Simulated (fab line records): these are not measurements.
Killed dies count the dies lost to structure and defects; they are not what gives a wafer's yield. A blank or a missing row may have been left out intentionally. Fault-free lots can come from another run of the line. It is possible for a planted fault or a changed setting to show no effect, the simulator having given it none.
fab line records || flow n5Finfet
record {"lots": 4, "wafers": 12, "lastDay": 18}
route steps=1938 shown WELL_APT@36 PMOS_HMC_CHANNEL_EPI@57 BEOL_M4@1111 PASSIVATION@1936
lots that met no fault: taken from a fault-free run of the same line
startH: start of the lot's first displayed wafer, in hours after the record's first day || waitH: hours from the lot's prior step to this one || " same as the row above || L1.1+2: one row covering several wafers at once || - no value, or no start given || * or withheld: withheld || < > ~ a bound
route shown NAME@n: NAME is a module with steps in the file, n the number in the route of the first one || usual: the fault-free wafers' mean and standard deviation || same: alike in all rows || chamber/n: place in a boat || sites: each site's reading || _std_site: standard deviation across them || _edge_site: mean of outer sites minus mean of inner sites || radiusMm: how far each site lies from the wafer's centre || mask NAME#n: copy n || behind: tool/chamber where the wafer was last shaped || hold: why the lot was held/for how many hours/how that ended || device: transistor that didn't switch, given as n, p or np || end of line: the same wafers' tests at the end of the route || a step given without rows: its recipe and nothing more || killed: the dies lost at the first sort to structure and to defects; this is not the yield of the wafer || map: a wafer's dies, x killed, . not, _ none there
set.NAME: the setting as run; set.NAME@STEP: as run at that earlier step || model.NAME: the simulator's own value behind a step, which no gauge read
lots seen at some steps along the route; tables by step, rows by wafer
services: when a tool's chamber went out of use (startH, in hours from the record's first day, below 0 if earlier), for how many hours, and the reason
## steps
# step N5_WELL_APT_COAT_19
# recipe {"spinRpm": 1357, "resistThkNm": 950}
# step N5_WELL_APT_EBR_21
# recipe {"solvent": "PGMEA", "ebrWidthMm": 1.5}
# step N5_WELL_APT_SOFTBAKE_20
# recipe {"tempC": 130, "timeS": 60}
# step N5_WELL_APT_EXPOSE_22
# recipe {"maskId": "PWELL", "na": 0.8, "sourceShape": "conventional", "sigmaOuter": 0.8, "polarization": "unpolarized", "defocusNm": 0, "targetCdNm": 200, "doseMj": 23.2}
# step N5_WELL_APT_PEB_23
# recipe {"pebTempC": 130, "pebTimeS": 90}
# step N5_WELL_APT_DEVELOP_24
# recipe {"developTimeS": 45, "rinseLiquid": "surfactantRinse", "dry": "airSpin", "devTempC": 21}
# step N5_WELL_APT_HARDBAKE_29
# recipe {"tempC": 130, "timeS": 120}
# step N5_WELL_APT_DESCUM_30
# recipe {"chemistry": "O2", "timeS": 7.9, "sourcePowerW": 50, "biasPowerW": 20, "pressureMtorr": 20, "rfFrequencyHz": 2.712e+07, "tempC": 40, "o2FlowSccm": 225}
# step N5_WELL_APT_IMPLANT_31
# recipe {"species": "B", "energyKev": 60, "doseCm2": 1.5e+13, "tiltDeg": 0, "rotationDeg": 0}
# step N5_WELL_APT_IMPLANT_32
# recipe {"species": "BF2", "energyKev": 50, "doseCm2": 2e+13, "tiltDeg": 0, "rotationDeg": 0}
# usual {"doseIonsCm2": "2e+13/2.2e+10", "faradayCurrentUA": "255/5.1"}
{"lot.wafer": "L719.1", "tool": "implanter-01", "chamber": 0, "startH": 75.30, "waitH": 0.1, "doseIonsCm2": 3.859e+12, "faradayCurrentUA": 48}
{"lot.wafer": "L719.2", "tool": "implanter-01", "chamber": 0, "startH": 75.30, "waitH": 0.1, "doseIonsCm2": 3.878e+12, "faradayCurrentUA": 48}
{"lot.wafer": "L719.5", "tool": "implanter-01", "chamber": 0, "startH": 75.30, "waitH": 0.1, "doseIonsCm2": 3.863e+12, "faradayCurrentUA": 51}
{"lot.wafer": "L721.2", "tool": "implanter-01", "chamber": 0, "startH": 87.33, "waitH": 0.1, "doseIonsCm2": 3.862e+12, "faradayCurrentUA": 49}
{"lot.wafer": "L721.3", "tool": "implanter-01", "chamber": 0, "startH": 87.33, "waitH": 0.1, "doseIonsCm2": 3.897e+12, "faradayCurrentUA": 50}
{"lot.wafer": "L721.6", "tool": "implanter-01", "chamber": 0, "startH": 87.33, "waitH": 0.1, "doseIonsCm2": 3.856e+12, "faradayCurrentUA": 51}
{"lot.wafer": "L729.1", "tool": "implanter-02", "chamber": 0, "startH": 135.43, "waitH": 0.1, "doseIonsCm2": 2e+13, "faradayCurrentUA": 251}
{"lot.wafer": "L729.2", "tool": "implanter-02", "chamber": 0, "startH": 135.43, "waitH": 0.1, "doseIonsCm2": 2.002e+13, "faradayCurrentUA": 249}
{"lot.wafer": "L729.4", "tool": "implanter-02", "chamber": 0, "startH": 135.43, "waitH": 0.1, "doseIonsCm2": 2.0012e+13, "faradayCurrentUA": 251}
{"lot.wafer": "L732.2", "tool": "implanter-01", "chamber": 0, "startH": 153.22, "waitH": 0.1, "doseIonsCm2": 2.0038e+13, "faradayCurrentUA": 253}
{"lot.wafer": "L732.5", "tool": "implanter-01", "chamber": 0, "startH": 153.22, "waitH": 0.1, "doseIonsCm2": 2.0023e+13, "faradayCurrentUA": 256}
{"lot.wafer": "L732.6", "tool": "implanter-01", "chamber": 0, "startH": 153.22, "waitH": 0.1, "doseIonsCm2": 2.0031e+13, "faradayCurrentUA": 252}
# step N5_WELL_APT_STRIP_33
# recipe {"chemistry": "SPM", "timeS": 900, "tempC": 130, "h2so4H2o2VolRatio": 4, "dry": "ipaMarangoni"}
# step N5_WELL_APT_RTA_34
# recipe {"tempC": 1000, "timeS": 10, "ambient": "N2", "idleTempC": 600, "rampUpCPerS": 150, "rampDownCPerS": 60, "coolToC": 600}
# step N5_WELL_APT_OXIDE_STRIP_42
# recipe {"chemistry": "dHF", "dilution": "25:1", "timeS": 45, "tempC": 25, "target": "SiO2", "targetDepthA": 120}
# step N5_WELL_APT_PRECLEAN_36
# recipe {"chemistry": "O3/DIW", "timeS": 45, "tempC": 22, "o3Ppm": 10}
# step N5_WELL_APT_PRECLEAN_39
# recipe {"chemistry": "dHF", "timeS": 60, "dilution": "150:1", "tempC": 25}
# step N5_WELL_APT_SRD_37
# recipe {"dry": "ipaMarangoni", "doPpb": 5, "timeS": 30, "tempC": 23, "rinseLiquid": "diw"}
# step N5_WELL_APT_EPI_41
# recipe {"material": "Si", "targetThkA": 500, "tempC": 650, "precursor": "SiH4/H2", "pressureTorr": 20, "timeS": 297.7}
# step N5_PMOS_HMC_CHANNEL_EPI_HM_DEP_34
# recipe {"material": "SiO2", "targetThkA": 360, "tempC": 400, "precursor": "TEOS/O2", "pressureTorr": 6.5, "rfW": 900, "teosFlowSccm": 161.4, "gas": "O2", "flowSccm": 2650, "timeS": 6.9}
# step N5_PMOS_HMC_CHANNEL_EPI_COAT_31
# recipe {"resist": "BARC", "tempC": 205, "timeS": 60, "spinRpm": 1500, "resistThkNm": 66}
# step N5_PMOS_HMC_CHANNEL_EPI_COAT_03
# recipe {"resist": "CAR-ArF-block", "spinRpm": 1500, "resistThkNm": 205}
# step N5_PMOS_HMC_CHANNEL_EPI_EBR_05
# recipe {"solvent": "PGMEA", "ebrWidthMm": 1.5}
# step N5_PMOS_HMC_CHANNEL_EPI_SOFTBAKE_04
# recipe {"tempC": 110, "timeS": 60, "resist": "CAR-ArF-block"}
# step N5_PMOS_HMC_CHANNEL_EPI_EXPOSE_06
# recipe {"maskId": "PMOS_HMC_BLK", "na": 1.35, "sourceShape": "conventional", "sigmaOuter": 0.8, "polarization": "unpolarized", "targetCdNm": 240, "doseMj": 41}
# step N5_PMOS_HMC_CHANNEL_EPI_PEB_07
# recipe {"pebTempC": 110, "pebTimeS": 60, "resist": "CAR-ArF-block"}
# step N5_PMOS_HMC_CHANNEL_EPI_DEVELOP_08
# recipe {"developTimeS": 30, "developer": "TMAH", "resist": "CAR-ArF-block", "devTempC": 23, "rinseLiquid": "diw", "dry": "airSpin"}
# step N5_PMOS_HMC_CHANNEL_EPI_DESCUM_14
# recipe {"chemistry": "O2", "timeS": 7.9, "sourcePowerW": 50, "biasPowerW": 20, "pressureMtorr": 20, "rfFrequencyHz": 2.712e+07, "tempC": 40, "resist": "CAR-ArF-block", "o2FlowSccm": 225}
# step N5_PMOS_HMC_CHANNEL_EPI_ETCH_32
# recipe {"chemistry": "N2/H2", "target": "BARC", "stopOn": "SiO2", "targetDepthA": 858, "overEtchFrac": 0.3, "timeS": 50.3, "ionEnergyEv": 200, "maskMaterial": "CAR-ArF-block", "pressureMtorr": 30, "sourceW": 840, "biasW": 150, "n2FlowSccm": 200, "h2FlowSccm": 200}
# step N5_PMOS_HMC_CHANNEL_EPI_HM_OPEN_15
# recipe {"chemistry": "CHF3/O2", "target": "SiO2", "maskMaterial": "CAR-ArF-block", "targetDepthA": 406, "CHF3_flow_sccm": 50, "O2_flow_sccm": 5, "Ar_flow_sccm": 200, "timeS": 20.3, "pressureMtorr": 30, "sourceW": 650, "biasW": 170, "ionEnergyEv": 200}
# step N5_PMOS_HMC_CHANNEL_EPI_STRIP_33
# recipe {"chemistry": "N2/H2", "powerW": 500, "tempC": 40, "pressureMtorr": 50, "rfFrequencyHz": 6e+07, "overashFraction": 0.3, "biasPowerW": 8, "h2Frac": 0.5, "n2FlowSccm": 300, "h2FlowSccm": 300}
# step N5_PMOS_HMC_CHANNEL_EPI_STRIP_17
# recipe {"chemistry": "SPM", "timeS": 750, "tempC": 130, "h2so4H2o2VolRatio": 4, "dry": "ipaMarangoni"}
# step N5_PMOS_HMC_CHANNEL_EPI_ETCH_38
# recipe {"chemistry": "CF4", "target": "SiO2", "targetDepthA": 15, "ionEnergyEv": 350, "pressureMtorr": 10, "icpW": 800, "biasW": 400, "cf4FlowSccm": 80}
# step N5_PMOS_HMC_CHANNEL_EPI_FIN_RECESS_16
# recipe {"chemistry": "HBr/Cl2", "target": "Si", "maskMaterial": "SiO2", "targetDepthA": 540, "timeS": 18, "pressureMtorr": 10, "icpW": 800, "biasW": 75, "HBr_flow_sccm": 150, "Cl2_flow_sccm": 80}
# step N5_PMOS_HMC_CHANNEL_EPI_PRECLEAN_36
# recipe {"chemistry": "O3/DIW", "timeS": 45, "tempC": 22, "o3Ppm": 10}
# step N5_PMOS_HMC_CHANNEL_EPI_PRECLEAN_18
# recipe {"chemistry": "DHF", "timeS": 30, "tempC": 25, "dilution": "withheld"}
# step N5_PMOS_HMC_CHANNEL_EPI_SRD_19
# recipe {"dry": "ipaMarangoni", "doPpb": 5, "timeS": 30, "tempC": 23, "rinseLiquid": "diw"}
# step N5_BEOL_M4_RC_MEAS_101
# usual {"CJ_N": "4.32/0.1", "DIBL_N": "36.0/2.2", "DIBL_P": "36.2/2.4", "IOFF_N": "0.16/0.035", "IOFF_N_85C": "3.1/0.57", "IOFF_N_LONG": "5.49e-05/1.8e-06", "IOFF_P": "0.21/0.037", "ION_N": "672/13", "ION_P": "461/7", "RS_PWELL": "3005/24", "SS_N": "71.4/0.69", "SS_P": "73.2/0.75", "VT_N": "250/3.4", "VT_P": "-251/3"}
{"lot.wafer": "L719.1", "tool": "prober-02", "chamber": 0, "startH": 264.42, "waitH": 0.0, "CJ_N": 1.90, "DIBL_N[mV/V]": 42.9, "DIBL_P[mV/V]": 36.6, "IOFF_N[nA/um]": 0.45, "IOFF_N_85C[nA/um]": 7.5, "IOFF_N_LONG[nA/um]": 4.95e-05, "IOFF_P[nA/um]": 0.26, "ION_N[uA/um]": 688, "ION_P[uA/um]": 473, "RS_PWELL[ohm/sq]": 3147, "SS_N[mV/dec]": 77.8, "SS_P[mV/dec]": 73.6, "VT_N[mV]": 247, "VT_P[mV]": -249}
{"lot.wafer": "L719.2", "tool": "prober-02", "chamber": 0, "startH": 264.42, "waitH": 0.0, "CJ_N": 1.90, "DIBL_N[mV/V]": 43.1, "DIBL_P[mV/V]": 35.6, "IOFF_N[nA/um]": 0.41, "IOFF_N_85C[nA/um]": 6.7, "IOFF_N_LONG[nA/um]": 4.89e-05, "IOFF_P[nA/um]": 0.24, "ION_N[uA/um]": 684, "ION_P[uA/um]": 464, "RS_PWELL[ohm/sq]": 3154, "SS_N[mV/dec]": 77.4, "SS_P[mV/dec]": 73.7, "VT_N[mV]": 245, "VT_P[mV]": -247}
{"lot.wafer": "L719.5", "tool": "prober-02", "chamber": 0, "startH": 264.42, "waitH": 0.0, "CJ_N": 1.94, "DIBL_N[mV/V]": 44.3, "DIBL_P[mV/V]": 33.7, "IOFF_N[nA/um]": 0.53, "IOFF_N_85C[nA/um]": 8.4, "IOFF_N_LONG[nA/um]": 4.99e-05, "IOFF_P[nA/um]": 0.21, "ION_N[uA/um]": 680, "ION_P[uA/um]": 467, "RS_PWELL[ohm/sq]": 3178, "SS_N[mV/dec]": 81.1, "SS_P[mV/dec]": 72.2, "VT_N[mV]": 248, "VT_P[mV]": -249}
{"lot.wafer": "L721.2", "tool": "prober-02", "chamber": 0, "startH": 271.29, "waitH": 0.2, "CJ_N": 1.97, "DIBL_N[mV/V]": 54.2, "DIBL_P[mV/V]": 36.5, "IOFF_N[nA/um]": 1.46, "IOFF_N_85C[nA/um]": 19.9, "IOFF_N_LONG[nA/um]": 4.98e-05, "IOFF_P[nA/um]": 0.20, "ION_N[uA/um]": 695, "ION_P[uA/um]": 461, "RS_PWELL[ohm/sq]": 3182, "SS_N[mV/dec]": 90.0, "SS_P[mV/dec]": 73.8, "VT_N[mV]": 245, "VT_P[mV]": -253}
{"lot.wafer": "L721.3", "tool": "prober-02", "chamber": 0, "startH": 271.29, "waitH": 0.2, "CJ_N": 1.92, "DIBL_N[mV/V]": 47.3, "DIBL_P[mV/V]": 35.0, "IOFF_N[nA/um]": 0.63, "IOFF_N_85C[nA/um]": 9.9, "IOFF_N_LONG[nA/um]": 4.95e-05, "IOFF_P[nA/um]": 0.18, "ION_N[uA/um]": 685, "ION_P[uA/um]": 459, "RS_PWELL[ohm/sq]": 3132, "SS_N[mV/dec]": 83.0, "SS_P[mV/dec]": 72.9, "VT_N[mV]": 249, "VT_P[mV]": -254}
{"lot.wafer": "L721.6", "tool": "prober-02", "chamber": 0, "startH": 271.29, "waitH": 0.2, "CJ_N": 1.96, "DIBL_N[mV/V]": 51.1, "DIBL_P[mV/V]": 37.1, "IOFF_N[nA/um]": 1.01, "IOFF_N_85C[nA/um]": 14.7, "IOFF_N_LONG[nA/um]": 4.92e-05, "IOFF_P[nA/um]": 0.21, "ION_N[uA/um]": 705, "ION_P[uA/um]": 464, "RS_PWELL[ohm/sq]": 3143, "SS_N[mV/dec]": 85.7, "SS_P[mV/dec]": 73.6, "VT_N[mV]": 244, "VT_P[mV]": -250}
{"lot.wafer": "L729.1", "tool": "prober-01", "chamber": 0, "startH": 315.90, "waitH": 0.0, "CJ_N": 4.32, "DIBL_N[mV/V]": 33.5, "DIBL_P[mV/V]": 32.5, "IOFF_N[nA/um]": 0.11, "IOFF_N_85C[nA/um]": 2.3, "IOFF_N_LONG[nA/um]": 5.58e-05, "IOFF_P[nA/um]": 0.14, "ION_N[uA/um]": 662, "ION_P[uA/um]": 454, "RS_PWELL[ohm/sq]": 2970, "SS_N[mV/dec]": 70.8, "SS_P[mV/dec]": 72.1, "VT_N[mV]": 252, "VT_P[mV]": -257}
{"lot.wafer": "L729.2", "tool": "prober-01", "chamber": 0, "startH": 315.90, "waitH": 0.0, "CJ_N": 4.43, "DIBL_N[mV/V]": 39.2, "DIBL_P[mV/V]": 39.1, "IOFF_N[nA/um]": 0.21, "IOFF_N_85C[nA/um]": 3.8, "IOFF_N_LONG[nA/um]": 5.57e-05, "IOFF_P[nA/um]": 0.23, "ION_N[uA/um]": 693, "ION_P[uA/um]": 468, "RS_PWELL[ohm/sq]": 2964, "SS_N[mV/dec]": 72.4, "SS_P[mV/dec]": 73.8, "VT_N[mV]": 244, "VT_P[mV]": -250}
{"lot.wafer": "L729.4", "tool": "prober-01", "chamber": 0, "startH": 315.90, "waitH": 0.0, "CJ_N": 4.29, "DIBL_N[mV/V]": 36.1, "DIBL_P[mV/V]": 35.8, "IOFF_N[nA/um]": 0.15, "IOFF_N_85C[nA/um]": 3.0, "IOFF_N_LONG[nA/um]": 5.72e-05, "IOFF_P[nA/um]": 0.18, "ION_N[uA/um]": 680, "ION_P[uA/um]": 461, "RS_PWELL[ohm/sq]": 2994, "SS_N[mV/dec]": 70.4, "SS_P[mV/dec]": 72.9, "VT_N[mV]": 246, "VT_P[mV]": -253}
{"lot.wafer": "L732.2", "tool": "prober-01", "chamber": 0, "startH": 341.25, "waitH": 0.2, "CJ_N": 4.34, "DIBL_N[mV/V]": 38.0, "DIBL_P[mV/V]": 36.8, "IOFF_N[nA/um]": 0.19, "IOFF_N_85C[nA/um]": 3.5, "IOFF_N_LONG[nA/um]": 5.73e-05, "IOFF_P[nA/um]": 0.22, "ION_N[uA/um]": 691, "ION_P[uA/um]": 470, "RS_PWELL[ohm/sq]": 3017, "SS_N[mV/dec]": 71.4, "SS_P[mV/dec]": 73.7, "VT_N[mV]": 244, "VT_P[mV]": -248}
{"lot.wafer": "L732.5", "tool": "prober-01", "chamber": 0, "startH": 341.25, "waitH": 0.2, "CJ_N": 4.24, "DIBL_N[mV/V]": 38.4, "DIBL_P[mV/V]": 37.7, "IOFF_N[nA/um]": 0.18, "IOFF_N_85C[nA/um]": 3.3, "IOFF_N_LONG[nA/um]": 5.5e-05, "IOFF_P[nA/um]": 0.24, "ION_N[uA/um]": 679, "ION_P[uA/um]": 466, "RS_PWELL[ohm/sq]": 3030, "SS_N[mV/dec]": 71.6, "SS_P[mV/dec]": 73.9, "VT_N[mV]": 247, "VT_P[mV]": -250}
{"lot.wafer": "L732.6", "tool": "prober-01", "chamber": 0, "startH": 341.25, "waitH": 0.2, "CJ_N": 4.26, "DIBL_N[mV/V]": 39.5, "DIBL_P[mV/V]": 40.4, "IOFF_N[nA/um]": 0.24, "IOFF_N_85C[nA/um]": 4.2, "IOFF_N_LONG[nA/um]": 5.56e-05, "IOFF_P[nA/um]": 0.29, "ION_N[uA/um]": 702, "ION_P[uA/um]": 484, "RS_PWELL[ohm/sq]": 3013, "SS_N[mV/dec]": 72.3, "SS_P[mV/dec]": 74.4, "VT_N[mV]": 245, "VT_P[mV]": -247}
# step N5_PASSIVATION_PROBE_49
# usual {"defectLimitedYield": "91.2/1.4", "killed_at_M0_to_M3": "34/9.4", "killed_at_M4_up": "14/5.6", "killedAtContacts": "13/7.8", "killedAtFrontEnd": "37/10", "killedAtOther": "4/3.3", "killedDies": "103/17", "killedOpen": "68/13", "killedShort": "33/8.2", "sort_bin_4_leakage": "0.00/0.0071", "sort_bin_5_function": "5.1/0.92", "sort_bin_6_memory": "3.3/0.71", "sortNPass": "1077/17", "sortYieldPct": "91.2/1.4"}
# same {"grossDies": 1180, "killedAtBackSide": 0, "sort_bin_8_speed[%]": 0}
{"lot.wafer": "L719.1", "tool": "prober-02", "chamber": "-", "startH": 372.54, "waitH": 0.0, "defectLimitedYield[%]": 90.3, "killed_at_M0_to_M3": 42, "killed_at_M4_up": 9, "killedAtContacts": 28, "killedAtFrontEnd": 34, "killedAtOther": 1, "killedDies": 114, "killedOpen": 75, "killedShort": 39, "sort_bin_4_leakage[%]": 22.71, "sort_bin_5_function[%]": 5.7, "sort_bin_6_memory[%]": 3.7, "sortNPass": 798, "sortYieldPct[%]": 67.6}
{"lot.wafer": "L719.2", "tool": "prober-02", "chamber": "-", "startH": 372.59, "waitH": 0.1, "defectLimitedYield[%]": 91.2, "killed_at_M0_to_M3": 39, "killed_at_M4_up": 11, "killedAtContacts": 19, "killedAtFrontEnd": 35, "killedAtOther": 0, "killedDies": 104, "killedOpen": 64, "killedShort": 39, "sort_bin_4_leakage[%]": 11.19, "sort_bin_5_function[%]": 5.3, "sort_bin_6_memory[%]": 3.3, "sortNPass": 944, "sortYieldPct[%]": 80.0}
{"lot.wafer": "L719.5", "tool": "prober-02", "chamber": "-", "startH": 372.74, "waitH": 0.2, "defectLimitedYield[%]": 91.4, "killed_at_M0_to_M3": 40, "killed_at_M4_up": 18, "killedAtContacts": 15, "killedAtFrontEnd": 26, "killedAtOther": 3, "killedDies": 102, "killedOpen": 75, "killedShort": 27, "sort_bin_4_leakage[%]": 56.69, "sort_bin_5_function[%]": 5.3, "sort_bin_6_memory[%]": 3.4, "sortNPass": 409, "sortYieldPct[%]": 34.7}
{"lot.wafer": "L721.2", "tool": "prober-01", "chamber": "-", "startH": 381.64, "waitH": 0.1, "defectLimitedYield[%]": 90.8, "killed_at_M0_to_M3": 35, "killed_at_M4_up": 10, "killedAtContacts": 21, "killedAtFrontEnd": 40, "killedAtOther": 2, "killedDies": 108, "killedOpen": 74, "killedShort": 34, "sort_bin_4_leakage[%]": 90.85, "sort_bin_5_function[%]": 5.8, "sort_bin_6_memory[%]": 3.0, "sortNPass": 0, "sortYieldPct[%]": 0}
{"lot.wafer": "L721.3", "tool": "prober-01", "chamber": "-", "startH": 381.69, "waitH": 0.1, "defectLimitedYield[%]": 94.9, "killed_at_M0_to_M3": 18, "killed_at_M4_up": 9, "killedAtContacts": 11, "killedAtFrontEnd": 17, "killedAtOther": 5, "killedDies": 60, "killedOpen": 38, "killedShort": 17, "sort_bin_4_leakage[%]": 86.78, "sort_bin_5_function[%]": 3.3, "sort_bin_6_memory[%]": 1.4, "sortNPass": 96, "sortYieldPct[%]": 8.1}
{"lot.wafer": "L721.6", "tool": "prober-01", "chamber": "-", "startH": 381.84, "waitH": 0.3, "defectLimitedYield[%]": 90.4, "killed_at_M0_to_M3": 32, "killed_at_M4_up": 7, "killedAtContacts": 33, "killedAtFrontEnd": 34, "killedAtOther": 7, "killedDies": 113, "killedOpen": 76, "killedShort": 34, "sort_bin_4_leakage[%]": 90.42, "sort_bin_5_function[%]": 5.6, "sort_bin_6_memory[%]": 3.5, "sortNPass": 0, "sortYieldPct[%]": 0}
# killed by level:class
L719.1 MOL_CONTACT_COAG:geometricParticle:open=23 BEOL_M0_SAQP:geometricParticle:short=15 GATE_CUT:geometricParticle:open=10 BEOL_M0_SAQP:geometricParticle:open=10 STI_FIN_REVEAL:geometricParticle:open=6 GATE_CUT:geometricParticle:short=6 MOL_CONTACT_COAG:geometricParticle:short=5 BEOL_M1:geometricParticle:open=5
L719.2 BEOL_M3:geometricParticle:open=16 MOL_CONTACT_COAG:geometricParticle:open=13 FIN_SAQP:geometricParticle:short=10 BEOL_M0_SAQP:geometricParticle:short=9 GATE_CUT:geometricParticle:short=7 MOL_CONTACT_COAG:geometricParticle:short=6 BEOL_M0_SAQP:geometricParticle:open=5 BEOL_M2:geometricParticle:open=4
L719.5 MOL_CONTACT_COAG:geometricParticle:open=13 BEOL_M2:geometricParticle:open=9 BEOL_M3:geometricParticle:open=7 BEOL_M0_SAQP:geometricParticle:open=7 BEOL_M0_SAQP:geometricParticle:short=7 FIN_SAQP:geometricParticle:open=6 BEOL_M1:geometricParticle:open=6 GATE_CUT:geometricParticle:open=5
L721.2 MOL_CONTACT_COAG:geometricParticle:open=17 STI_FIN_REVEAL:geometricParticle:open=11 BEOL_M1:geometricParticle:open=9 BEOL_M3:geometricParticle:open=8 BEOL_M0_SAQP:geometricParticle:short=5 FIN_SAQP:geometricParticle:open=4 FIN_SAQP:geometricParticle:short=4 MOL_CONTACT_COAG:geometricParticle:short=4
L721.3 MOL_CONTACT_COAG:geometricParticle:open=9 BEOL_M3:geometricParticle:open=7 FIN_SAQP:geometricParticle:open=3 BEOL_M0_SAQP:geometricParticle:short=3 HKMG_FIN:areaEtch=3 FIN_SAQP:geometricParticle:short=2 STI_FIN_REVEAL:geometricParticle:open=2 DUMMY_GATE:geometricParticle:open=2
L721.6 MOL_CONTACT_COAG:geometricParticle:open=25 FIN_SAQP:geometricParticle:short=10 MOL_CONTACT_COAG:geometricParticle:short=8 BEOL_M0_SAQP:geometricParticle:open=8 BEOL_M3:geometricParticle:open=7 FIN_SAQP:geometricParticle:open=6 STI_FIN_REVEAL:geometricParticle:open=6 BEOL_M1:geometricParticle:open=6
# map L719.1 (x killed, . not)
_________________....x.x.....________________
______________......xx.........._____________
___________.....x...x..............__________
__________...x.................x...._________
________.........x.xx................._______
_______.............x..x..........x....______
______.................................._____
_____.x........xx.........x.....x.x......____
____..................xx....x....x........___
___...x....................x...........xx..__
___...x..................x.....x...........__
__....x...x.x......................x........_
__.x...x........x..........................._
_............x...............................
_............................................
_....x.....x..............x...........x..x...
_......x.....xx..........x......x............
_..........x........x.......x.......x........
_....x..........x........x.x.....x...........
_...............................x..x......x..
_.......xx................x................x.
__...x..x..x....x......................x...._
__.........x.................x......x......._
___......x..........xx...x.................__
___..........x...x........xx......xx.xxx...__
____......................x.x..x...x...xx.___
_____x....x.........x.x....x.............____
______....x....................x.x......_____
_______......x...........x.............______
________....................x........._______
__________.........x..x..........x.._________
___________....x............x.....x__________
______________....x.x...x.....x._____________
_________________.x..........________________
# map L721.6 (x killed, . not)
_________________............________________
______________.................._____________
___________...x....................__________
__________.........x.xx.x....xxx...._________
________x...............x.x..........._______
_______.........................x....x.______
______.x........x...........x....x......_____
_____...x.............x..................____
____..x.........x......xx............x....___
___..............x........x........x.......__
___............x.x.x.......................__
__..................x.....x................._
__.........................................._
_..............x...x.............x...........
_....x.............................x..xx.....
_..x.x.........................x...x.........
_...........x.............x..x...........x...
_.....x............x................x.....x..
_.....................x....x.............xx..
_...x...x.......x......x.....................
_x....................x...........x........x.
__..xx..xx....x.....x......x.x............x._
__.xx................x.xx.........x........._
___...x.x.....x............x...............__
___...x........x......x..............x.xx..__
____.x...................x......x.........___
_____x............x......................____
______.....x..........x..x.............._____
_______......x.......x.......x.........______
________.....x...xx.x...xx..x........._______
__________...............x......x..._________
___________....x...x..........x.x..__________
______________.................x_____________
_________________............________________
## services
{"tool": "implanter-01", "chamber": "-", "startH": 107.93, "hours": 3.3, "kind": "pm"}
## key
firstSign {"step": "N5_WELL_APT_IMPLANT_32", "reading": "doseIonsCm2", "direction": "down", "sigmas": "99+", "usual": 2e+13, "struck": 3.869e+12}
effect {"step": "N5_WELL_APT_IMPLANT_32", "reading": "faradayCurrentUA", "direction": "down", "sigmas": 40, "usual": 255, "struck": 49}
effect {"step": "N5_BEOL_M4_RC_MEAS_101", "reading": "CJ_N", "direction": "down", "sigmas": 24, "usual": 4.32, "struck": 1.93}
effect {"step": "N5_BEOL_M4_RC_MEAS_101", "reading": "IOFF_N", "direction": "up", "sigmas": 17, "usual": 0.16, "struck": 0.75}
effect {"step": "N5_BEOL_M4_RC_MEAS_101", "reading": "SS_N", "direction": "up", "sigmas": 16, "usual": 71.4, "struck": 82.5}
effect {"step": "N5_BEOL_M4_RC_MEAS_101", "reading": "IOFF_N_85C", "direction": "up", "sigmas": 14, "usual": 3.1, "struck": 11.2}
effect {"step": "N5_BEOL_M4_RC_MEAS_101", "reading": "RS_PWELL", "direction": "up", "sigmas": 6.3, "usual": 3005, "struck": 3156}
effect {"step": "N5_BEOL_M4_RC_MEAS_101", "reading": "DIBL_N", "direction": "up", "sigmas": 5.1, "usual": 36.0, "struck": 47.1}
effect {"step": "N5_BEOL_M4_RC_MEAS_101", "reading": "IOFF_N_LONG", "direction": "down", "sigmas": 3, "usual": 5.49e-05, "struck": 4.95e-05}
effect {"step": "N5_BEOL_M4_RC_MEAS_101", "reading": "ION_N", "direction": "up", "sigmas": 1.4, "usual": 672, "struck": 690}
effect {"step": "N5_PASSIVATION_PROBE_49", "reading": "sort_bin_4_leakage", "direction": "up", "sigmas": "99+", "usual": 0.00, "struck": 59.77}
metAt N5_WELL_APT_IMPLANT_32
struckWafers L719.1,L719.2,L719.5,L721.2,L721.3,L721.6
fault {"kind": "processParameterDrift", "tool": "implanter-01", "chamber": "-", "onsetH": 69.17, "steps": "N5_WELL_APT_IMPLANT_32", "channel": "doseCm2", "offset": -1.6114e+13, "shape": "step", "endH": 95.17, "actsIn": "theseRecipesOnly", "stated": 2e+13}
